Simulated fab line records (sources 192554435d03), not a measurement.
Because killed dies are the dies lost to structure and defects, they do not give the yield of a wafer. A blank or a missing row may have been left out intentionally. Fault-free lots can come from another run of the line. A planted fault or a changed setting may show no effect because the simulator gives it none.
Comparing a struck lot with a sound one -- flow n5_finfet -- 16 steps out of a route of 1938
Sound: these wafers, L223.2, L223.3, L223.6. Wafers struck: L233.1, L233.2, L233.3. The cause comes at the end.
At each step with rows: each side's tool, then ch and its chambers, then its first start. Under that, the readings that differ: sound wafers -- struck wafers -- difference of the means -- sigmas: that difference in standard deviations of wafers without a fault.
alike: readings with means less than 2 such deviations apart, plus words and numbers identical on both sides. not compared: withheld readings, readings lacking a value on some wafer, bounds such as >300 that could conceal the same value, and numbers that have no deviation in the record and whose values overlap.
The two part at a step that has a row with sigmas, a row that says differs or no value, or rows on one side only. Numbers that don't overlap but have no deviation are shown without sigmas and don't part them. Lack of a reading on every wafer of one side parts them only where that side has two or more wafers.

N5_HKMG_FIN_STRIP_93: strips SOC in N2/H2, time 20 s.
  sound on rie_diel-03 ch 2,3, day 6 20:38; struck on rie_diel-06 ch 1,2,3, day 9 08:58
  alike: drypump_motor_current_A, oes_product_au, power_w, rf_vpp_V, showerhead_plenum_p_Torr, throttle_valve_pct
  not compared: rf_hours_counter_h
then, 1 step without rows for these wafers: N5_HKMG_FIN_WET_ETCH_76 (etches Al2O3 in dNH4OH, stops on La2O3, target depth 2.25 nm, rinse time 30 s).
N5_HKMG_FIN_STRIP_60: strips in N2/H2, time 360 s.
  sound on plasma_asher-02 ch 0,1, day 6 20:47; struck on plasma_asher-02 ch 0,1, day 9 09:07
  alike: drypump_motor_current_A, heater_power_w
  not compared: rf_hours_counter_h
then, 2 steps without rows for these wafers: N5_HKMG_FIN_WET_ETCH_77 (etches La2O3 in dHCl, stops on HfO2, target depth 2 nm); N5_HKMG_FIN_WET_ETCH_78 (etches Al2O3 in dNH4OH, stops on La2O3, target depth 4.5 nm, rinse time 30 s).
N5_HKMG_FIN_ALD_79: deposits TiN, target thk 1.5 nm, pulse time 1 s, purge time 3 s.
  sound on ald_metal-02 ch 0,3, day 6 21:17; struck on ald_metal-04 ch 0,1,2, day 9 09:35
  alike: heater_power_w, precursor_pulse_height_rel, susceptor_temp_C
N5_HKMG_FIN_CVD_62: deposits a-Si from Si2H6, target thk 3 nm, time 20.8 s.
  sound on thermal_cvd_si-02 ch 0,1, day 6 21:38; struck on thermal_cvd_si-02 ch 0,1,2, day 9 09:58
  alike: heater_power_w
then, 5 steps without rows for these wafers: N5_HKMG_FIN_RTA_80 (time 2 s); N5_HKMG_FIN_PRECLEAN_64 (cleans in dHF, time 30 s); N5_HKMG_FIN_WET_ETCH_65 (etches a-Si in TMAH, stops on TiN, time 49 s, target depth 3 nm); N5_HKMG_FIN_WET_ETCH_81 (etches TiN in SC1, stops on HfO2, time 57 s, target depth 6 nm); N5_HKMG_FIN_WET_ETCH_82 (etches La2O3 in dHCl, stops on HfO2, target depth 2 nm, rinse time 30 s).
N5_HKMG_FIN_ALD_36: deposits TiN, target thk 1 nm, pulse time 1 s, purge time 3 s.
  sound on ald_metal-04 ch 0,2, day 6 22:06; struck on ald_metal-04 ch 1,2,3, day 9 10:28
reading,sound,struck,difference,sigmas
heater_power_w (W),844 691 684,808 897 931,+139,+2
susceptor_temp_C (C),399.91 399.57 399.61,412.25 412.32 412.44,+12.64,+60
  alike: precursor_pulse_height_rel
N5_HKMG_FIN_THK_MEAS_70: measures by xrf.
  sound: film_metro-01 at day 6 22:23; struck: film_metro-02 at day 9 10:44
  alike: HK_THK
-- a jump in the record: the struck wafers' starts before and after are 10 days apart (it breaks off in module HKMG_FIN and resumes in module BEOL_M4, where the first step shown is number 1111 of the route) --
N5_BEOL_M4_RC_MEAS_101:
  sound on prober-02 ch 0, day 17 07:29; struck on prober-01 ch 0, day 19 04:07
  alike: DIBL_N, DIBL_P, IOFF_N, IOFF_P, ION_N, ION_P, SS_N, SS_P, VT_N, VT_P
-- here the record skips 5 days between the struck wafers' starts before and after, leaving off in module BEOL_M4 and picking up in module PASSIVATION (first step shown: number 1936 of the route) --
N5_PASSIVATION_PROBE_49:
  sound: prober-02 at day 22 09:00; struck: prober-01 at day 23 22:16
reading,sound,struck,difference,sigmas
killed_at_front_end,76 49 50,30 16 39,-30,-3
  alike: defect_limited_yield, killed_at_M0_to_M3, killed_at_M4_up, killed_at_contacts, killed_at_other, killed_dies, killed_open, killed_short, sort_bin_5_function, sort_bin_6_memory, sort_bin_8_speed, sort_n_pass, sort_yield_pct

== WHERE THEY PART ==
Earliest at N5_HKMG_FIN_ALD_36; latest, in this record, at N5_PASSIVATION_PROBE_49.

WHY: what had been put in by the simulator
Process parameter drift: ald_metal-04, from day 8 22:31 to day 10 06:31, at N5_HKMG_FIN_ALD_36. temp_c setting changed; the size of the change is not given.
